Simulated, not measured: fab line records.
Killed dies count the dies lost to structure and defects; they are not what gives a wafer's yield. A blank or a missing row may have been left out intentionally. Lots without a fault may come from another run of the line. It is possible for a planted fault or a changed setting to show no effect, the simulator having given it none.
Struck lot and sound lot, side by side :: flow nandHarc :: 39 out of 1159 route steps
Sound: the wafers L538.1, L538.2, L538.3. Wafers L544.3, L544.4, L544.6 were the ones struck. Last of all comes the cause.
For every step that has rows: the tool of each side, followed by ch and its chambers, followed by its first start. Under that, the readings that differ: sound wafers :: struck wafers :: difference of the means :: sigmas: that difference in standard deviations of wafers without a fault.
alike: readings whose means differ by less than 2 such deviations, and words and numbers that are the same on both sides. not compared: withheld readings, readings that some wafer has no value for, bounds like >300 that may hide the same value, and numbers for which the record gives no deviation and whose values overlap.
The two part at a step that has a row with sigmas, a row that says differs or no value, or rows on one side only. Non-overlapping numbers with no deviation appear without sigmas and do not part them. A reading that every wafer of one side lacks parts them only if that side has two wafers or more.

first, 1 step without rows for these wafers: NHARC_A_ONON_D1_DEP_09 (target thk 1000 nm).
NHARC_A_ONON_D1_THK_MEAS_11: measures by ellipsometry.
  struck on filmMetro-02, day 10 10:16; sound on filmMetro-01, day 8 23:49
reading: thkNm (nm)
sound: 1010 1008 1009
struck: 989 990 988
difference: -20
sigmas: -2
after that, 1 step with no rows for these wafers: NHARC_A_ONON_D1_DEP_12 (target thk 1000 nm).
NHARC_A_ONON_D1_THK_MEAS_14: measures by ellipsometry.
  struck on filmMetro-01, day 10 10:50; sound on filmMetro-01, day 9 00:23
  alike: thkNm
then, 2 steps without rows for these wafers: NHARC_A_ONON_D1_ANNEAL_15 (time 3600 s); NHARC_A_ONON_D1_DEP_16 (target thk 1000 nm).
NHARC_A_ONON_D1_THK_MEAS_18: measures by ellipsometry.
  struck on filmMetro-02, day 10 17:58; sound on filmMetro-02, day 9 07:29
  alike: thkNm
after that, 1 step with no rows for these wafers: NHARC_A_ONON_D1_DEP_19 (target thk 1000 nm).
NHARC_A_ONON_D1_THK_MEAS_21: measures by ellipsometry.
  struck on filmMetro-01, day 10 18:32; sound on filmMetro-01, day 9 08:11
reading: thkNm (nm)
sound: 1009 1009 1011
struck: 977 977 980
difference: -32
sigmas: -4
after that, 1 step with no rows for these wafers: NHARC_A_ONON_D1_DEP_22 (target thk 1000 nm).
NHARC_A_ONON_D1_THK_MEAS_24: measures by ellipsometry.
  struck on filmMetro-02, day 10 19:07; sound on filmMetro-02, day 9 08:53
  alike: thkNm
NHARC_A_ONON_D1_DEP_25: target thk 1000 nm.
  sound on pecvdOnon-02 ch 0, day 9 09:04; struck on pecvdOnon-03 ch 0, day 10 19:17
NHARC_A_ONON_D1_THK_MEAS_27: measures by ellipsometry.
  struck on filmMetro-01, day 10 19:41; sound on filmMetro-01, day 9 09:35
  alike: thkNm
after that, 1 step with no rows for these wafers: NHARC_A_ONON_D1_DEP_28 (target thk 1000 nm).
NHARC_A_ONON_D1_THK_MEAS_30: measures by ellipsometry.
  struck on filmMetro-02, day 10 20:15; sound on filmMetro-01, day 9 10:18
  alike: thkNm
then, 1 step without rows for these wafers: NHARC_A_ONON_D1_DEP_33 (deposits SiO2, target thk 200 nm).
NHARC_A_ONON_D1_THK_MEAS_34: measures by ellipsometry.
  struck on filmMetro-02, day 10 20:43; sound on filmMetro-02, day 9 10:46
  alike: thkNm
NHARC_A_CHANNEL_HOLE_D1_DEP_00: deposits aC, target thk 3100 nm.
  sound on aclDep-02 ch 0, day 9 10:54; struck on aclDep-02 ch 0, day 10 22:33
  alike: throttleValvePct
NHARC_A_CHANNEL_HOLE_D1_DEP_01: deposits SiON, target thk 140 nm.
  sound on pecvd-01 ch 0,1,2, day 9 12:57; struck on pecvd-02 ch 0,1,2, day 10 23:53
  alike: heaterPowerW
then, 10 steps without rows for these wafers: NHARC_A_CHANNEL_HOLE_D1_DEHYDRATE_02 (time 120 s); NHARC_A_CHANNEL_HOLE_D1_HMDS_03 (time 30 s); NHARC_A_CHANNEL_HOLE_D1_COAT_36 (time 75 s); NHARC_A_CHANNEL_HOLE_D1_COAT_37 (time 65 s); NHARC_A_CHANNEL_HOLE_D1_COAT_04 (resist thk 90 nm); NHARC_A_CHANNEL_HOLE_D1_SOFTBAKE_05 (time 55 s); NHARC_A_CHANNEL_HOLE_D1_EBR_06; NHARC_A_CHANNEL_HOLE_D1_EXPOSE_07 (exposes mask HOLE D1, target cd 100 nm); NHARC_A_CHANNEL_HOLE_D1_PEB_08 (peb time 65 s); NHARC_A_CHANNEL_HOLE_D1_DEVELOP_09 (develop time 35 s).
NHARC_A_CHANNEL_HOLE_D1_CD_MEAS_10 targets a cd of 100 nm.
  sound on cdSem-01 ch 0, day 9 13:40; struck on cdSem-01 ch 0, day 11 00:26
  alike: cdNm
NHARC_A_CHANNEL_HOLE_D1_OVL_MEAS_11:
  struck on overlay-01, day 11 00:32; sound on overlay-01, day 9 13:46
  alike: overlayXNm, overlayYNm
then, 1 step without rows for these wafers: NHARC_A_CHANNEL_HOLE_D1_DESCUM_15 (chemistry O2, time 3 s).
NHARC_A_CHANNEL_HOLE_D1_ETCH_38: etches the open film in CF4, target depth 39 nm, time 65 s.
  sound on rieDiel-06 ch 1,2,3, day 9 13:56; struck on rieDiel-06 ch 0,2, day 11 00:43
  alike: drypumpMotorCurrentA, oesProductAu, rfVppV, showerheadPlenumPTorr, throttleValvePct
  not compared: rfHoursCounterH
then, 1 step without rows for these wafers: NHARC_A_CHANNEL_HOLE_D1_ETCH_39 (etches the open film in N2/H2, target depth 260 nm, time 325 s).
NHARC_A_CHANNEL_HOLE_D1_ETCH_34: etches the open film in CF4/CHF3, target depth 154 nm, time 77 s.
  sound: rieDiel-06 ch 1,2,3; struck: rieDiel-06 ch 1,3
  alike: drypumpMotorCurrentA, oesProductAu, rfVppV, showerheadPlenumPTorr, throttleValvePct
  not compared: rfHoursCounterH
then, 1 step without rows for these wafers: NHARC_A_CHANNEL_HOLE_D1_ETCH_16 (etches the open film in O2/COS, target depth 3100 nm, time 806 s).
NHARC_A_CHANNEL_HOLE_D1_CD_MEAS_18:
  struck on cdSem-03, day 11 01:44; sound on cdSem-01, day 9 14:58
  alike: cdNm
NHARC_A_CHANNEL_HOLE_D1_ETCH_19: etches the open film in C4F8/O2/Ar, time 34.5 s.
  sound on harEtch-02 ch 0,1, day 9 15:02; struck on harEtch-02 ch 0,1, day 11 01:50
  alike: drypumpMotorCurrentA, showerheadPlenumPTorr, throttleValvePct
  not compared: rfHoursCounterH
-- the record jumps here: 12 days lie between the struck wafers' starts before and after (it left off in module A_CHANNEL_HOLE_D1 and takes up again in module END, whose first step shown is number 1159 of the route) --
NHARC_END_SORT_01:
  the record has rows for the struck wafers here (prober-02 ch 0, day 22 14:41) and none for the sound ones

== WHERE THEY PART ==
Last at NHARC_END_SORT_01 as far as this record goes, first at NHARC_A_ONON_D1_THK_MEAS_11.

WHY: what the simulator had put in
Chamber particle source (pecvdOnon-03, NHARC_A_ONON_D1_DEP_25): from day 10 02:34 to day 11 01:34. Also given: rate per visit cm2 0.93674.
